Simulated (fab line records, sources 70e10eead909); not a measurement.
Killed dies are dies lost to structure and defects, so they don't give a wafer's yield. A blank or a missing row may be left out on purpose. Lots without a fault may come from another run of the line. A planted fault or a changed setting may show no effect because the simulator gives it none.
fab line records | flow nand_harc
record lots=9 wafers=27 last_day=35
route steps=1302 shown A_CHANNEL_FILL_D1@509 A_CHANNEL_HOLE_D2@580 END@1302
lots that met no fault: from a run of the same line without faults
start_h: hours from the record's first day to the start of the lot's first wafer shown | wait_h: hours since the lot's step before | " the same as in the row above | L1.1+2: a row that stands for several wafers | - no value, or no start given | * or withheld: withheld | < > ~ a bound
route shown NAME@n: a module of which the file shows steps, and the number in the route of the first | usual: mean/standard deviation of fault-free wafers | same: alike in all rows | chamber/n: place in a boat | sites: the reading at each site | _std_site: their standard deviation | _edge_site: outer sites' mean less inner sites' | radius_mm: how far each site lies from the wafer's centre | mask NAME#n: copy n | behind: the tool/chamber that last shaped the wafer | hold: why the lot was held/for how many hours/how that ended | device: the transistor (n, p or np) that didn't switch | end of line: the same wafers' tests at the end of the route | a step without rows: its recipe alone | killed: dies lost to structure and defects at the first sort, not the wafer's yield | map: a wafer's dies, x killed, . not, _ none there
set.NAME: the setting as run; set.NAME@STEP: as run at that earlier step | model.NAME: the simulator's own value behind a step, which no gauge read
steps of the route over a sample of lots; a table a step, a row a wafer
services: from which hour (start_h, from the record's first day; less than 0 if before it) a tool's chamber was out of use, for how many hours, and why
## steps
# step NHARC_A_CHANNEL_FILL_D1_STRIP_29
# recipe time_s=20 o2_flow_sccm=500 ar_flow_sccm=0 bias_w=0 chemistry=O2
# usual drypump_motor_current_A=5.6/0.37 oes_product_au=0.996/0.0092 rf_vpp_V=57.8/1 showerhead_plenum_p_Torr=3.53/0.19 throttle_valve_pct=17.037/0.0086
# columns lot.wafer tool chamber start_h wait_h drypump_motor_current_A oes_product_au rf_hours_counter_h rf_vpp_V showerhead_plenum_p_Torr throttle_valve_pct
L743.1 rie_diel-13 2 - - 5.0 1.008 5 56.7 3.36 17.031
L743.3 " 3 " " 6.2 0.987 5 57.7 3.32 17.034
L743.2 " 0 " " 5.5 0.999 5 57.2 3.43 17.022
L746.2 rie_diel-03 3 - - 5.8 0.981 0 58.5 3.31 17.040
L746.1 " 1 " " 6.1 1.000 0 60.8 3.66 17.040
L746.5 " 3 " " 5.8 0.999 - 56.9 3.31 17.034
L751.3 rie_diel-13 0 - - 5.6 0.994 10 57.3 3.43 17.045
L751.5 " 3 " " 6.2 0.989 - 58.4 3.32 17.017
L751.6 " 0 " " 5.5 0.990 - 59.7 3.43 17.044
L750.2 rie_diel-02 0 - - 5.1 0.996 5 57.4 3.70 17.033
L750.4 " 1 " " 5.2 0.983 5 57.5 3.67 17.042
L750.6 " 0 " " 5.1 1.001 - 57.8 3.70 17.030
L756.2 rie_diel-02 2 - - 5.7 0.991 6 58.5 3.73 17.022
L756.3 " 3 " " 5.8 0.991 7 61.3 3.78 17.014
L756.6 " 2 " " 5.7 1.000 - 57.6 3.73 17.032
L757.1 rie_diel-03 3 399.77 0.2 5.9 0.991 5 57.4 3.30 17.039
L757.5 " 1 " " 6.1 0.988 - 58.4 3.66 17.028
L757.4 " 2 " " 5.6 1.000 - 56.3 3.42 17.041
L758.3 rie_diel-13 3 421.16 0.1 6.3 1.006 6 57.8 3.31 17.037
L758.1 " 2 " " 5.0 1.009 8 58.3 3.36 17.030
L758.5 " 0 " " 5.5 1.012 - 58.7 3.42 17.038
L760.4 rie_diel-02 0 - - 5.1 0.985 1 59.0 3.69 17.043
L760.2 " 1 " " 5.2 1.011 1 58.7 3.67 17.044
L760.5 " 0 " " 5.1 0.990 - 58.7 3.69 17.032
L761.3 rie_diel-03 3 - - 5.8 0.995 8 57.4 3.30 17.041
L761.5 " 0 " " 5.3 1.004 - 58.3 3.29 17.030
L761.6 " 1 " " 6.1 0.987 - 57.8 3.66 17.044
# step NHARC_A_CHANNEL_HOLE_D2_PEB_08
# recipe peb_temp_c=100 peb_time_s=65
# usual heater_power_total_W=156.6/0.41
# columns lot.wafer tool chamber start_h wait_h heater_power_total_W
L743.1 litho_track-04 0 316.40 0.1 156.9
L743.2 " 0 " " 156.6
L743.3 " 0 " " 156.3
L746.1 litho_track-04 0 358.23 0.1 175.0
L746.2 " 0 " " 175.2
L746.5 " 0 " " 174.0
L751.3 litho_track-04 0 394.46 0.0 173.8
L751.5 " 0 " " 174.0
L751.6 " 0 " " 175.2
L750.2 litho_track-04 0 395.20 0.1 174.4
L750.4 " 0 " " 174.9
L750.6 " 0 " " 174.6
L756.2 litho_track-04 0 448.72 0.1 157.1
L756.3 " 0 " " 157.2
L756.6 " 0 " " 157.0
L757.1 litho_track-04 0 457.75 0.1 156.6
L757.4 " 0 " " 157.0
L757.5 " 0 " " 156.5
L758.1 litho_track-06 0 479.95 0.1 156.0
L758.3 " 0 " " 156.7
L758.5 " 0 " " 156.5
L760.2 litho_track-04 0 492.95 0.1 156.7
L760.4 " 0 " " 157.0
L760.5 " 0 " " 156.6
L761.3 litho_track-04 0 514.02 0.0 156.9
L761.5 " 0 " " 157.1
L761.6 " 0 " " 156.0
# step NHARC_A_CHANNEL_HOLE_D2_CD_MEAS_10
# recipe target_cd_nm=100 landing_energy_ev=500
# usual cd_nm=99.9/0.53
# columns lot.wafer tool chamber start_h wait_h hold cd_nm
L743.1 cd_sem-03 0 316.48 - - 100.1
L743.2 " 0 " " - 100.4
L743.3 " 0 " " - 100.6
L746.1 cd_sem-02 0 358.31 - - 94.2
L746.2 " 0 " " - 93.8
L746.5 " 0 " " - 93.5
L746.1 cd_sem-02 0 - - - 94.2
L746.2 " 0 " " - 94.0
L746.5 " 0 " " - 93.3
L751.3 cd_sem-01 0 394.54 - await_dispo/0.2h/release 93.8
L751.5 " 0 " " await_dispo/0.2h/release 93.9
L751.6 " 0 " " await_dispo/0.2h/release 93.4
L751.3 cd_sem-01 0 - - - 93.8
L751.5 " 0 " " - 93.9
L751.6 " 0 " " - 93.8
L750.2 cd_sem-01 0 395.28 - - 95.2
L750.4 " 0 " " - 94.5
L750.6 " 0 " " - 94.8
L750.2 cd_sem-01 0 - - - 95.5
L750.4 " 0 " " - 94.8
L750.6 " 0 " " - 94.9
L756.2 cd_sem-02 0 448.80 - - 99.7
L756.3 " 0 " " - 99.3
L756.6 " 0 " " - 100.8
L757.1 cd_sem-01 0 457.83 - - 100.0
L757.4 " 0 " " - 100.0
L757.5 " 0 " " - 100.2
L758.1 cd_sem-02 0 480.03 - - 99.6
L758.3 " 0 " " - 99.9
L758.5 " 0 " " - 99.5
L760.2 cd_sem-01 0 493.03 - - 99.6
L760.4 " 0 " " - 100.5
L760.5 " 0 " " - 100.7
L761.3 cd_sem-03 0 514.11 - - 100.0
L761.5 " 0 " " - 100.5
L761.6 " 0 " " - 100.3
# step NHARC_A_CHANNEL_HOLE_D2_CD_MEAS_18
# usual cd_nm=98.9/2.3
# columns lot.wafer tool chamber start_h wait_h hold cd_nm
L743.1 cd_sem-03 - 317.77 - - 97.8
L743.2 " - " " - 98.7
L743.3 " - " " - 104.7
L746.1 cd_sem-01 - 361.94 - - 94.0
L746.2 " - " " - 92.8
L746.5 " - " " - 92.8
L751.3 cd_sem-03 - 401.95 - await_dispo/0.2h/release 87.5
L751.5 " - " " await_dispo/0.2h/release 91.3
L751.6 " - " " await_dispo/0.2h/release 89.7
L751.3 cd_sem-03 - 402.13 0.2 - 87.0
L751.5 " - " " - 91.1
L751.6 " - " " - 90.0
L750.2 cd_sem-02 - 404.99 - - 96.3
L750.4 " - " " - 94.5
L750.6 " - " " - 96.0
L756.2 cd_sem-01 - 450.09 - - 100.7
L756.3 " - " " - 100.2
L756.6 " - " " - 101.7
L757.1 cd_sem-02 - 459.11 - - 97.0
L757.4 " - " " - 96.3
L757.5 " - " " - 99.4
L758.1 cd_sem-01 - 481.32 - - 101.3
L758.3 " - " " - 94.7
L758.5 " - " " - 98.5
L760.2 cd_sem-03 - 494.34 - - 95.8
L760.4 " - " " - 95.9
L760.5 " - " " - 97.5
L761.3 cd_sem-01 - 515.40 - - 95.9
L761.5 " - " " - 100.0
L761.6 " - " " - 98.5
# step NHARC_A_CHANNEL_HOLE_D2_ETCH_27
# recipe bias_v=400 source_w=2000 pressure_mtorr=25 time_s=90 ar_flow_sccm=375 c4f8_flow_sccm=41.7 o2_flow_sccm=83.3 temp_c=-20 target_depth_a=4000 chemistry=C4F8/O2/Ar
# usual bias_v=399/4.2 drypump_motor_current_A=5.5/0.5 showerhead_plenum_p_Torr=3.68/0.14 throttle_valve_pct=27.618/0.0088
# columns lot.wafer tool chamber start_h wait_h bias_v drypump_motor_current_A rf_hours_counter_h showerhead_plenum_p_Torr throttle_valve_pct
L743.1 har_etch-01 0 321.82 0.2 408 6.0 176 3.73 27.602
L743.2 " 1 " " 395 5.8 176 3.61 27.611
L743.3 " 1 " " 393 5.9 - 3.61 27.620
L746.2 har_etch-01 0 367.35 0.2 399 6.0 195 3.72 27.623
L746.1 " 1 " " 396 5.9 195 3.59 27.626
L746.5 " 1 " " 398 5.9 - 3.59 27.616
L750.2 har_etch-01 0 409.64 0.5 399 6.0 233 3.70 27.606
L750.4 " 1 " " 392 5.9 - 3.57 27.632
L750.6 " 1 " " 396 5.8 - 3.57 27.610
L751.3 har_etch-02 0 415.30 0.2 406 5.0 - 3.75 27.615
L751.5 " 1 " " 404 4.9 - 3.98 27.628
L751.6 " 0 " " 399 5.0 - 3.75 27.633
L756.2 har_etch-02 0 454.15 0.2 399 5.0 34 3.73 27.628
L756.3 " 1 " " 396 4.8 - 3.96 27.632
L756.6 " 0 " " 401 5.0 - 3.73 27.632
L757.1 har_etch-02 1 463.20 0.2 394 4.8 38 3.96 27.614
L757.4 " 0 " " 397 5.0 - 3.73 27.605
L757.5 " 1 " " 403 4.9 - 3.96 27.612
L758.1 har_etch-01 1 488.15 0.2 399 5.9 279 3.55 27.601
L758.3 " 0 " " 404 6.1 - 3.67 27.605
L758.5 " 1 " " 394 5.9 - 3.55 27.612
L760.2 har_etch-01 1 498.36 0.2 405 5.8 283 3.55 27.627
L760.4 " 0 " " 404 6.0 - 3.67 27.626
L760.5 " 1 " " 398 5.8 - 3.55 27.615
L761.3 har_etch-02 1 519.55 0.2 397 4.8 - 3.94 27.614
L761.6 " 0 " " 401 5.1 - 3.71 27.618
L761.5 " 1 " " 403 4.8 - 3.94 27.615
# step NHARC_A_CHANNEL_HOLE_D2_ETCH_44
# recipe target_depth_a=1400 overetch_a=140 time_s=77 ion_energy_ev=100 cf4_flow_sccm=80 o2_flow_sccm=20 ar_flow_sccm=0 rf_w=300 bias_w=100 chemistry=CF4/O2
# usual drypump_motor_current_A=5.7/0.46 oes_product_au=1.002/0.011 rf_vpp_V=198.3/1.4 showerhead_plenum_p_Torr=1.36/0.054 throttle_valve_pct=13.396/0.0094
# columns lot.wafer tool chamber start_h wait_h drypump_motor_current_A oes_product_au rf_hours_counter_h rf_vpp_V showerhead_plenum_p_Torr throttle_valve_pct
L743.2 rie_diel-11 3 322.56 0.1 5.6 1.014 4.1 200.0 1.43 13.386
L743.1 " 0 " " 5.5 1.001 3.2 199.6 1.37 13.402
L743.3 " 1 " " 4.7 0.996 3.2 199.1 1.32 13.384
L746.2 rie_diel-10 1 372.07 0.1 6.0 0.993 4.7 196.5 1.30 13.409
L746.1 " 2 " " 5.7 1.007 5.5 197.2 1.25 13.396
L746.5 " 1 " " 6.0 0.999 - 196.8 1.30 13.413
L750.4 rie_diel-06 2 410.36 0.1 5.9 1.007 8.8 197.2 1.32 13.386
L750.2 " 3 " " 5.3 0.985 2.8 199.1 1.38 13.383
L750.6 " 3 " " 5.3 0.994 - 198.7 1.38 13.396
L751.3 rie_diel-10 2 416.00 0.1 5.7 1.012 7.7 194.7 1.25 13.396
L751.6 " 1 " " 6.0 1.011 - 198.5 1.30 13.414
L751.5 " 2 " " 5.7 1.006 - 196.0 1.25 13.413
L756.3 rie_diel-10 1 454.91 0.1 6.0 1.010 2.3 198.9 1.30 13.387
L756.2 " 2 " " 5.7 1.013 1.8 195.3 1.25 13.382
L756.6 " 1 " " 6.0 1.018 - 196.6 1.30 13.405
L757.1 rie_diel-10 2 463.93 0.1 5.7 1.002 2.0 194.3 1.25 13.384
L757.4 " 3 " " 5.9 1.000 1.7 199.0 1.40 13.386
L757.5 " 1 " " 6.0 1.007 - 196.9 1.30 13.396
L758.1 rie_diel-10 2 488.90 0.0 5.6 1.012 4.8 196.3 1.25 13.396
L758.3 " 1 " " 6.0 1.006 5.5 197.0 1.29 13.400
L758.5 " 2 " " 5.7 1.005 - 195.9 1.25 13.400
L760.2 rie_diel-06 2 499.12 0.0 5.9 0.992 0.1 197.3 1.32 13.383
L760.4 " 0 " " 5.3 1.013 0.1 199.7 1.38 13.400
L760.5 " 3 " " 5.3 0.970 - 199.1 1.38 13.406
L761.3 rie_diel-11 0 520.22 0.1 5.5 0.989 4.3 198.4 1.37 13.407
L761.6 " 1 " " 4.7 0.991 - 197.2 1.32 13.386
L761.5 " 2 " " 6.1 1.010 - 201.4 1.42 13.406
# step NHARC_A_CHANNEL_HOLE_D2_CD_MEAS_31
# usual cd_nm=89.5/1.3
# columns lot.wafer tool chamber start_h wait_h hold cd_nm
L743.1 cd_sem-01 - 323.36 - - 88.7
L743.2 " - " " - 89.5
L743.3 " - " " - 92.3
L746.1 cd_sem-02 - 372.86 - - 83.6
L746.2 " - " " - 82.1
L746.5 " - " " - 82.6
L746.1 cd_sem-02 - 373.05 0.2 - 83.5
L746.2 " - " " - 82.2
L746.5 " - " " - 82.3
L750.2 cd_sem-01 - 411.19 - - 86.5
L750.4 " - " " - 85.3
L750.6 " - " " - 85.0
L750.2 cd_sem-01 - 411.37 0.2 - 86.0
L750.4 " - " " - 85.0
L750.6 " - " " - 85.5
L751.3 cd_sem-03 - 416.91 - await_dispo/0.2h/release 83.4
L751.5 " - " " await_dispo/0.2h/release 83.0
L751.6 " - " " await_dispo/0.2h/release 82.0
L751.3 cd_sem-03 - 417.10 0.2 - 83.0
L751.5 " - " " - 83.1
L751.6 " - " " - 81.4
L756.2 cd_sem-01 - 455.71 - - 88.9
L756.3 " - " " - 86.5
L756.6 " - " " - 87.3
L757.1 cd_sem-02 - 464.71 - - 90.2
L757.4 " - " " - 89.8
L757.5 " - " " - 87.6
L758.1 cd_sem-01 - 489.74 0.1 - 88.2
L758.3 " - " " - 86.8
L758.5 " - " " - 88.0
L760.2 cd_sem-03 - 499.92 - - 90.5
L760.4 " - " " - 87.3
L760.5 " - " " - 89.3
L761.3 cd_sem-02 - 521.01 - - 90.9
L761.5 " - " " - 90.4
L761.6 " - " " - 91.7
# step NHARC_A_CHANNEL_HOLE_D2_XSEM_32
# recipe landing_energy_ev=35000
# usual bot_cd_nm=74.1/1.5 bow_nm=8.65/0.27 tilt_deg=0.06/0.045
# columns lot.wafer tool chamber start_h wait_h hold bot_cd_nm bow_nm tilt_deg
L743.1 xsem-01 0 323.44 0.1 - 72.7 8.76 0.06
L743.2 " 0 " " - 74.6 8.80 0.06
L743.3 " 0 " " - 77.7 8.81 0.06
L746.1 xsem-02 0 375.14 2.1 - 68.0 8.75 0.13
L746.2 " 0 " " - 66.7 8.66 0.13
L746.5 " 0 " " - 66.2 8.68 0.13
L746.1 xsem-02 0 - - - 68.5 - 0.13
L746.2 " 0 " " - 67.7 - 0.13
L746.5 " 0 " " - 67.0 - 0.13
L750.2 xsem-01 0 415.03 3.7 - 71.2 8.83 0.00
L750.4 " 0 " " - 69.3 8.81 0.01
L750.6 " 0 " " - 69.7 8.81 0.00
L750.2 xsem-01 0 - - - 69.5 - 0.10
L750.4 " 0 " " - 69.6 - 0.10
L750.6 " 0 " " - 69.1 - 0.10
L751.3 xsem-02 0 422.74 5.6 await_dispo/5.5h/release 68.9 8.58 0.06
L751.5 " 0 " " await_dispo/5.5h/release 68.1 8.62 0.06
L751.6 " 0 " " await_dispo/5.5h/release 66.6 8.57 0.06
L756.2 xsem-02 0 455.81 0.1 - 72.9 8.41 0.17
L756.3 " 0 " " - 71.9 8.34 0.17
L756.6 " 0 " " - 72.4 8.48 0.17
L757.1 xsem-02 0 464.80 0.1 - 74.6 8.74 0.06
L757.4 " 0 " " - 73.9 8.77 0.06
L757.5 " 0 " " - 71.8 8.72 0.06
L758.1 xsem-01 0 489.82 0.1 - 74.2 8.29 0.10
L758.3 " 0 " " - 72.5 8.30 0.10
L758.5 " 0 " " - 72.8 8.30 0.10
L760.2 xsem-01 0 500.00 0.1 - 74.7 8.58 0.06
L760.4 " 0 " " - 71.6 8.63 0.06
L760.5 " 0 " " - 73.7 8.68 0.06
L761.3 xsem-01 0 521.09 0.1 - 75.9 8.61 0.02
L761.5 " 0 " " - 76.1 8.62 0.02
L761.6 " 0 " " - 76.9 8.55 0.02
# step NHARC_END_SORT_01
# recipe temp_c=25
# usual killed_at_array=62/22 killed_at_other=1.0/1.4 killed_at_periphery=4.2/2.8 killed_dies=67/23 killed_open=3.1/1.7 killed_short=2.1/1.5
# same gross_dies=677
# columns lot.wafer tool chamber start_h wait_h killed_at_array killed_at_other killed_at_periphery killed_dies killed_open killed_short
L746.1 prober-02 0 650.15 2.5 80 4 5 89 7 1
L746.2 prober-02 0 650.96 2.8 72 3 6 81 5 0
L746.5 prober-02 0 653.39 3.7 95 1 2 98 2 2
L751.3 prober-01 0 689.19 3.1 54 0 0 54 1 5
L751.5 prober-01 0 690.80 3.7 55 0 0 55 3 5
L751.6 prober-01 0 691.61 4.0 55 2 0 57 3 3
# killed by level:class
L746.1 A_SLIT:chamber_film_flake=24 A_CHANNEL_HOLE_D1:chamber_film_flake=22 A_STAIRCASE:chamber_film_flake=9 A_CHANNEL_HOLE_D2:chamber_film_flake=8 A_WL_FILL:chamber_film_flake=5 THIN_TSV:chamber_film_flake=4 A_SOURCE_PLATE:geometric_particle:open=2 P_ZERO_WELL:chamber_film_flake=2
L746.2 A_CHANNEL_HOLE_D1:chamber_film_flake=28 A_SLIT:chamber_film_flake=26 A_CHANNEL_HOLE_D2:chamber_film_flake=5 A_STAIRCASE:chamber_film_flake=3 A_WL_FILL:chamber_film_flake=2 A_DECK1_JOINT:chamber_film_flake=2 THIN_TSV:chamber_film_flake=2 P_CONTACT:geometric_particle:open=1
L746.5 A_SLIT:chamber_film_flake=34 A_CHANNEL_HOLE_D1:chamber_film_flake=30 A_CHANNEL_HOLE_D2:chamber_film_flake=12 A_STAIRCASE:chamber_film_flake=5 A_WL_FILL:chamber_film_flake=5 A_CHANNEL_FILL_D1:chamber_film_flake=2 A_CHANNEL_FILL_D2:chamber_film_flake=2 P_CONTACT:geometric_particle:short=1
L751.3 A_SLIT:chamber_film_flake=30 A_CHANNEL_HOLE_D1:chamber_film_flake=8 A_CONTACT:chamber_film_flake=3 A_ONON_D2:geometric_particle:short=2 A_WL_FILL:geometric_particle:short=2 A_SGD_CUT:chamber_film_flake=2 A_CHANNEL_FILL_D1:geometric_particle:open=1 A_CHANNEL_FILL_D2:geometric_particle:short=1
L751.5 A_SLIT:chamber_film_flake=31 A_CHANNEL_HOLE_D1:chamber_film_flake=8 A_DECK1_JOINT:geometric_particle:short=2 A_STAIRCASE:chamber_film_flake=2 A_CONTACT:chamber_film_flake=2 A_ONON_D1:geometric_particle:open=1 A_ONON_D1:geometric_particle:short=1 A_CHANNEL_FILL_D1:geometric_particle:short=1
L751.6 A_SLIT:chamber_film_flake=35 A_CHANNEL_HOLE_D1:chamber_film_flake=6 A_WL_FILL:geometric_particle:short=3 A_CONTACT:chamber_film_flake=3 THIN_TSV:chamber_film_flake=2 A_STAIRCASE:geometric_particle:open=1 A_WL_FILL:geometric_particle:open=1 A_M0:geometric_particle:open=1
## services
# columns tool chamber start_h hours kind
rie_diel-10 - 242.52 9.0 pm
rie_diel-03 - 253.51 0.7 repair
rie_diel-02 2 260.50 6.4 repair
rie_diel-10 3 268.98 4.8 repair
rie_diel-03 - 281.30 9.0 pm
xsem-01 - 288.09 0.4 repair
rie_diel-10 1 288.83 10.4 repair
rie_diel-13 2 289.96 13.4 repair
rie_diel-02 2 296.36 5.6 repair
rie_diel-03 3 296.53 3.5 repair
rie_diel-03 2 304.64 5.4 repair
rie_diel-02 2 315.58 5.4 repair
rie_diel-13 - 342.00 9.0 pm
rie_diel-02 3 345.73 13.4 repair
rie_diel-03 2 354.60 2.1 repair
rie_diel-13 1 355.73 79.1 repair
rie_diel-10 - 366.71 5.1 repair
xsem-01 - 374.00 14.0 pm
litho_track-04 - 378.00 7.0 pm
har_etch-02 - 380.54 17.0 pm
rie_diel-10 - 419.52 9.0 pm
rie_diel-10 - 437.99 0.3 repair
rie_diel-10 - 510.61 0.5 repair
rie_diel-10 3 517.12 12.5 repair
## key
first_sign step=NHARC_A_CHANNEL_HOLE_D2_PEB_08 reading=heater_power_total_W direction=up sigmas=44 usual=* struck=*
effect step=NHARC_A_CHANNEL_HOLE_D2_CD_MEAS_10 reading=visit direction=added through=control_loop
effect step=NHARC_A_CHANNEL_HOLE_D2_CD_MEAS_10 reading=cd_nm direction=down sigmas=11 usual=99.9 struck=94.1 through=control_loop
effect step=NHARC_A_CHANNEL_HOLE_D2_CD_MEAS_18 reading=cd_nm direction=down sigmas=2.7 usual=98.9 struck=92.8 through=control_loop
effect step=NHARC_A_CHANNEL_HOLE_D2_CD_MEAS_31 reading=cd_nm direction=down sigmas=4.4 usual=89.5 struck=83.7 through=control_loop
effect step=NHARC_A_CHANNEL_HOLE_D2_XSEM_32 reading=visit direction=added through=control_loop
met_at NHARC_A_CHANNEL_HOLE_D2_PEB_08
struck_lots L746,L750,L751
tester_left_out L746,L750,L751
loop_trim step=NHARC_A_CHANNEL_HOLE_D2_EXPOSE_07 setting=dose lots=L750
not_acting_at NHARC_A_CHANNEL_FILL_D1_STRIP_29,NHARC_A_CHANNEL_HOLE_D2_ETCH_27,NHARC_A_CHANNEL_HOLE_D2_ETCH_44
onset_between 316.40 358.23
fault kind=process_parameter_drift tool=litho_track-04 chamber=- onset_h=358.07 steps=NHARC_A_CHANNEL_HOLE_D2_PEB_08 channel=peb_time_s offset=* shape=step end_h=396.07 acts_in=* stated=*
# tester_left_out: of these lots the tester's yield and bins aren't shown, on N5 and GAA mostly nor the transistor test; their killed dies are dies lost to structure and defects alone, not to doping, threshold or leakage, so they don't give the yield
# loop_trim: a control loop set the setting to another value than it would have without faults
